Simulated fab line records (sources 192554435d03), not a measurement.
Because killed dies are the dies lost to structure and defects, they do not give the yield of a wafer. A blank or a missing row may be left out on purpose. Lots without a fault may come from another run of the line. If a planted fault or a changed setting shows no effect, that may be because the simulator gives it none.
Split-lot study ; flow n5-finfet ; 21 wafers read from 7 lots, route of 1938 steps

== THE SPLIT ==
At N5_BEOL_M11_HM_DEP_02 (deposits TiN, target thk 20 nm), the setting target-thk-a was moved away from the recipe's 200 angstrom on 6 of the 21 wafers read, by -10.7% to +8.5%. For the rest of the wafers, this setting stayed at what the recipe calls for.

== FROM THE SPLIT TO THE READING: what the file shows between them, 8 steps ==
- N5_BEOL_M11_COAT_59: time 60 s, resist thk 100 nm
- N5_BEOL_M11_COAT_60: time 60 s, resist thk 30 nm
- N5_BEOL_M11_STRIP_68: strips in N2/H2
- N5_BEOL_M11_STRIP_67: strips in CF4
- N5_BEOL_M11_HM_OPEN_17: chemistry Cl2/BCl3, target TiN, target depth 20 nm, overetch 6 nm
- N5_BEOL_M11_STRIP_19: strips in O2
- N5_BEOL_M11_STRIP_73: strips in C4F6/O2
- N5_BEOL_M11_STRIP_36: strips in N2/H2

== THE READING ==
TiN_of_BEOL_M11_HM_DEP_02.thk-nm (the simulator's own value, which no gauge read), in nm, at N5_BEOL_M11_TRENCH_ETCH_37 (etches SiCOH lowk in C4F6/O2, target depth 148.83 nm, time 48 s). The file gives no usual value for it. Here, 15 wafers ran the recipe; their average is 15.9 nm with a standard deviation of 0.19 nm.

wafer;tool, chamber at the split;target-thk-a as run, angstrom;against the recipe;TiN_of_BEOL_M11_HM_DEP_02.thk-nm, nm;against lot-mates on the recipe
L074.2;pvd-sputter-03, -;200;recipe;15.8;-
L074.4;pvd-sputter-03, -;192.7;-3.7%;15;-0.9
L074.6;pvd-sputter-03, -;200;recipe;16;-
L084.3;pvd-sputter-03, -;200;recipe;15.8;-
L084.5;pvd-sputter-03, -;200;recipe;15.8;-
L084.4;pvd-sputter-03, -;200;recipe;16;-
L085.1;pvd-sputter-03, -;200;recipe;15.8;-
L085.3;pvd-sputter-03, -;217.1;+8.5%;17.8;+2.0
L085.4;pvd-sputter-03, -;217.1;+8.5%;17.6;+1.8
L086.2;pvd-sputter-01, -;200;recipe;15.6;-
L086.5;pvd-sputter-01, -;200;recipe;15.6;-
L086.6;pvd-sputter-01, -;200;recipe;16;-
L089.2;pvd-sputter-01, -;200;recipe;15.8;-
L089.5;pvd-sputter-01, -;178.6;-10.7%;13.6;-2.1
L089.6;pvd-sputter-01, -;200;recipe;15.6;-
L090.1;pvd-sputter-01, -;209.5;+4.8%;17.2;+1.0
L090.2;pvd-sputter-01, -;209.5;+4.8%;17;+0.8
L090.6;pvd-sputter-01, -;200;recipe;16.2;-
L093.1;pvd-sputter-03, -;200;recipe;15.8;-
L093.5;pvd-sputter-03, -;200;recipe;15.8;-
L093.2;pvd-sputter-03, -;200;recipe;16.2;-

FIT RESULTS
A straight line over all 21 wafers: TiN_of_BEOL_M11_HM_DEP_02.thk-nm changes by +0.221 nm for each +1% of target-thk-a; r = +0.98; the points scatter about the line by 0.18 nm.
The same after taking each lot's own level away (the mean of its wafers on the recipe; 21 wafers): +0.209 nm for each +1%; r = +0.99; scatter 0.15 nm.
According to that fit, moving target-thk-a by its largest amount changes the reading by 2.2 nm.
Across the lots, their own levels run from 15.70 to 16.20 nm, a range of 2.7 times the standard deviation given above.
So the lot-to-lot level changes the slope little: the two slopes agree.
Check: with one of the wafers moved furthest among these (-10.7%) left out of the fit, the line predicts -2.35 nm for it against its lot-mates. It came out at -2.1 nm against them.

== THESE WAFERS: OTHER SPLITS ==
Other splits were also applied to these wafers ahead of the reading. Each is held against what the fit with the lots' levels taken away leaves over:
other split on the same wafers;wafers away from the commonest value;r with TiN_of_BEOL_M11_HM_DEP_02.thk-nm (lot level and that fit taken away)
N5_BEOL_M10_COAT_64 spin-rpm;8;+0.26
N5_BEOL_M10_COAT_22 spin-rpm;6;+0.20

== THE WHOLE CHAIN: every reading that the file lists as answering this split, in the file's order ==
step;what it does;reading;change (the file's fit);r (the file's)
N5_BEOL_M11_HM_DEP_02;deposits TiN, target thk 20 nm;TiN_of_BEOL_M11_HM_DEP_02.thk-nm (the simulator's own value, which no gauge read);+0.2 nm for each +1% of the setting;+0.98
N5_BEOL_M11_HM_OPEN_17;chemistry Cl2/BCl3, target TiN, target depth 20 nm, overetch 6 nm;etch.depth-nm (the simulator's own value, which no gauge read);+0.197 nm for each +1% of the setting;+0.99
N5_BEOL_M11_TRENCH_ETCH_37;etches SiCOH lowk in C4F6/O2, target depth 148.83 nm, time 48 s;TiN_of_BEOL_M11_HM_DEP_02.thk-nm (the simulator's own value, which no gauge read);+0.207 nm for each +1% of the setting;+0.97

== FILE'S OWN FIT ==
TiN_of_BEOL_M11_HM_DEP_02.thk-nm changes by +0.207 nm for each +1% of target-thk-a, r = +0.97.
